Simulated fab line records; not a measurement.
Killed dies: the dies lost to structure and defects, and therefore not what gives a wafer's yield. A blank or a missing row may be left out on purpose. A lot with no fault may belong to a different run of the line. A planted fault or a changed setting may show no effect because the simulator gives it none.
What tool caused it? -- flow nand harc -- 14 lots, 42 wafers sampled, at 5 steps of a route of 1302

WHAT THE GAUGES READ, wafer by wafer
NHARC_A_ONON_D1_THK_MEAS_11: measures by ellipsometry. Usual: thk nm at 1001 nm, with a standard deviation of 10.
lot,measured,on,thk nm (nm),flag
L944,day 8 01:27,film metro-02,990 989 989,
L945,day 8 01:19,film metro-01,1002 1002 1002,
L946,day 8 20:48,film metro-02,1008 1004 1002,
L947,day 8 20:48,film metro-01,992 992 992,
L951,day 10 15:28,film metro-02,996 995 995,
L952,day 11 00:44,film metro-02,1009 1010 1009,
L953,day 11 08:31,film metro-02,1024 1023 1023,
L954,day 11 17:46,film metro-02,999 997 999,
L956,day 12 16:59,film metro-02,1017 1018 1017,
L957,day 13 20:05,film metro-01,1002 999 1001,
L959,day 13 20:07,film metro-01,997 995 995,
L964,day 16 17:54,film metro-01,1114 1007 1009,OFF
L965,day 16 22:45,film metro-01,1111 1108 1006,OFF
L967,day 17 19:51,film metro-02,1015 1014 1013,

EACH LOT AND THE TOOL THAT RAN IT (in order: tool; ch and the chambers of the sampled wafers; start)
lot,NHARC_P_BONDPAD_STRIP_15,NHARC_P_BONDPAD_DEGAS_25,NHARC_P_BONDPAD_ANNEAL_28,NHARC_A_ONON_D1_DEP_09
L944,"rie diel-13 ch 1,3, day 6 20:11","pvd sputter-02, day 6 20:43","rtp anneal-02 ch 0, day 6 21:30","pecvd onon-03 ch 0, day 8 00:59"
L945,"rie diel-08 ch 1,2, day 6 22:23","pvd sputter-01, day 6 22:56","rtp anneal-02 ch 0, day 6 23:44","pecvd onon-04 ch 0, day 8 00:52"
L946,"rie diel-13 ch 1,2, day 7 15:34","pvd sputter-02, day 7 16:06","rtp anneal-02 ch 0, day 7 17:10","pecvd onon-01 ch 0, day 8 20:17"
L947,"rie diel-13 ch 0,1,3, day 7 17:05","pvd sputter-02, day 7 17:37","rtp anneal-01 ch 0, day 7 18:23","pecvd onon-04 ch 0, day 8 20:21"
L951,"rie diel-12 ch 0,2,3, day 9 09:31","pvd sputter-02, day 9 10:02","rtp anneal-01 ch 0, day 9 10:51","pecvd onon-04 ch 0, day 10 15:01"
L952,"rie diel-13 ch 0,1,3, day 9 21:22","pvd sputter-01, day 9 21:55","rtp anneal-02 ch 0, day 9 22:38","pecvd onon-03 ch 0, day 11 00:13"
L953,"rie diel-12 ch 1,2,3, day 10 03:13","pvd sputter-02, day 10 03:46","rtp anneal-01 ch 0, day 10 04:29","pecvd onon-03 ch 0, day 11 08:01"
L954,"rie diel-08 ch 1,2,3, day 10 15:11","pvd sputter-02, day 10 15:42","rtp anneal-02 ch 0, day 10 16:31","pecvd onon-04 ch 0, day 11 17:22"
L956,"rie diel-12 ch 1,2,3, day 11 13:31","pvd sputter-03, day 11 14:05","rtp anneal-01 ch 0, day 11 14:50","pecvd onon-03 ch 0, day 12 16:29"
L957,"rie diel-08 ch 0,2,3, day 12 16:45","pvd sputter-02, day 12 17:15","rtp anneal-02 ch 0, day 12 18:02","pecvd onon-01 ch 0, day 13 19:38"
L959,"rie diel-13 ch 0,1,2, day 12 17:13","pvd sputter-01, day 12 17:46","rtp anneal-01 ch 0, day 12 18:29","pecvd onon-04 ch 0, day 13 19:37"
L964,"rie diel-08 ch 0,1, day 15 14:19","pvd sputter-01, day 15 14:54","rtp anneal-01 ch 0, day 15 15:38","pecvd onon-03 ch 0, day 16 17:23"
L965,"rie diel-13 ch 1,2,3, day 15 19:40","pvd sputter-02, day 15 20:13","rtp anneal-02 ch 0, day 15 20:57","pecvd onon-03 ch 0, day 16 22:14"
L967,"rie diel-13 ch 2,3, day 16 16:10","pvd sputter-01, day 16 16:45","rtp anneal-02 ch 0, day 16 18:02","pecvd onon-04 ch 0, day 17 19:20"
- NHARC_P_BONDPAD_STRIP_15: strips in O2.
- NHARC_P_BONDPAD_DEGAS_25: time 60 s.
- NHARC_P_BONDPAD_ANNEAL_28: time 90 s.
- NHARC_A_ONON_D1_DEP_09: target thk 1000 nm.

WHAT THE TOOLS THEMSELVES READ (means of the sampled wafers that have a number; where no wafer has one, the mark that the record gives instead)
NHARC_P_BONDPAD_STRIP_15. Usual: chamber pressure mTorr is 60.00 mTorr with standard deviation 0.055, drypump motor current A is 5.9 A with standard deviation 0.41, mfc ar sccm is 0.008 sccm with standard deviation 0.0079, oes product au is 1.002 a.u. with standard deviation 0.01, rf vpp V is 57.7 V with standard deviation 0.89, showerhead plenum p Torr is 3.52 Torr with standard deviation 0.12, and throttle valve pct is 17.037 % with standard deviation 0.0082.
lot,tool,chamber pressure mTorr (mTorr),drypump motor current A (A),mfc ar sccm (sccm),oes product au (a.u.),rf vpp V (V),showerhead plenum p Torr (Torr),throttle valve pct (%),flag
L944,rie diel-13,60.00,5.8,0.018,0.999,58.2,3.57,17.036,
L945,rie diel-08,60.05,6.0,0.006,1.004,58.0,3.39,17.035,
L946,rie diel-13,60.03,5.7,0.014,0.997,56.4,3.47,17.040,
L947,rie diel-13,59.98,5.9,0.011,1.005,57.3,3.57,17.038,
L951,rie diel-12,59.97,5.6,0.004,0.991,57.7,3.51,17.042,
L952,rie diel-13,59.98,5.9,0.011,1.002,58.1,3.57,17.038,
L953,rie diel-12,60.01,5.6,0.003,0.998,58.4,3.57,17.040,
L954,rie diel-08,60.01,6.2,0.011,1.007,58.6,3.45,17.037,
L956,rie diel-12,60.01,5.5,0.003,0.990,58.4,3.57,17.033,
L957,rie diel-08,59.98,6.0,0.010,0.996,57.7,3.53,17.043,
L959,rie diel-13,60.01,5.8,0.007,1.000,56.7,3.47,17.032,
L964,rie diel-08,59.98,5.9,0.017,0.996,57.8,3.54,17.032,
L965,rie diel-13,59.97,5.8,0.011,1.011,57.9,3.50,17.039,
L967,rie diel-13,60.02,5.7,0.004,0.999,57.8,3.44,17.033,

NHARC_P_BONDPAD_DEGAS_25. Usual: heater power w at 459 W, with a standard deviation of 41.
lot,tool,heater power w (W),flag
L944,pvd sputter-02,469,
L945,pvd sputter-01,407,
L946,pvd sputter-02,486,
L947,pvd sputter-02,474,
L951,pvd sputter-02,468,
L952,pvd sputter-01,455,
L953,pvd sputter-02,477,
L954,pvd sputter-02,462,
L956,pvd sputter-03,480,
L957,pvd sputter-02,469,
L959,pvd sputter-01,443,
L964,pvd sputter-01,448,
L965,pvd sputter-02,445,
L967,pvd sputter-01,439,

NHARC_P_BONDPAD_ANNEAL_28. Usual: wafer_temp_C_max at 225.74, with a standard deviation of 0.21.
lot,tool,wafer_temp_C_max,flag
L944,rtp anneal-02,225.84,
L945,rtp anneal-02,225.74,
L946,rtp anneal-02,225.58,
L947,rtp anneal-01,226.05,
L951,rtp anneal-01,225.95,
L952,rtp anneal-02,225.59,
L953,rtp anneal-01,226.07,
L954,rtp anneal-02,225.60,
L956,rtp anneal-01,225.74,
L957,rtp anneal-02,225.50,
L959,rtp anneal-01,225.82,
L964,rtp anneal-01,225.99,
L965,rtp anneal-02,225.67,
L967,rtp anneal-02,225.63,

THE ANSWER, worked out from the rows above alone
Rule: take the mean of a lot's wafers that have a number; if it is more than 3 standard deviations from the usual mean, the lot is off. Also off: a lot with no number at a reading for which 4 or more lots have one. Where the step has rows for the other lots, those lots are counted as sound. The gauges are gone through in route order, then the tools' own readings, and for those a lot's mean is taken as printed above. At the first step where some lot is off, the reading lying furthest off is the one used; lots without a number count as furthest.
Off: L964, L965 (NHARC_A_ONON_D1_THK_MEAS_11, thk nm).
A tool fits if, at a process step before that reading, it ran every lot that is off, and no sound lot after the first of them. Gauges at NHARC_A_ONON_D1_THK_MEAS_11: tried the same way as those tools. This does not decide it: 2 tools fit, namely pecvd onon-03 at NHARC_A_ONON_D1_DEP_09 and film metro-01 at NHARC_A_ONON_D1_THK_MEAS_11.

WHAT THE SIMULATOR PUT IN
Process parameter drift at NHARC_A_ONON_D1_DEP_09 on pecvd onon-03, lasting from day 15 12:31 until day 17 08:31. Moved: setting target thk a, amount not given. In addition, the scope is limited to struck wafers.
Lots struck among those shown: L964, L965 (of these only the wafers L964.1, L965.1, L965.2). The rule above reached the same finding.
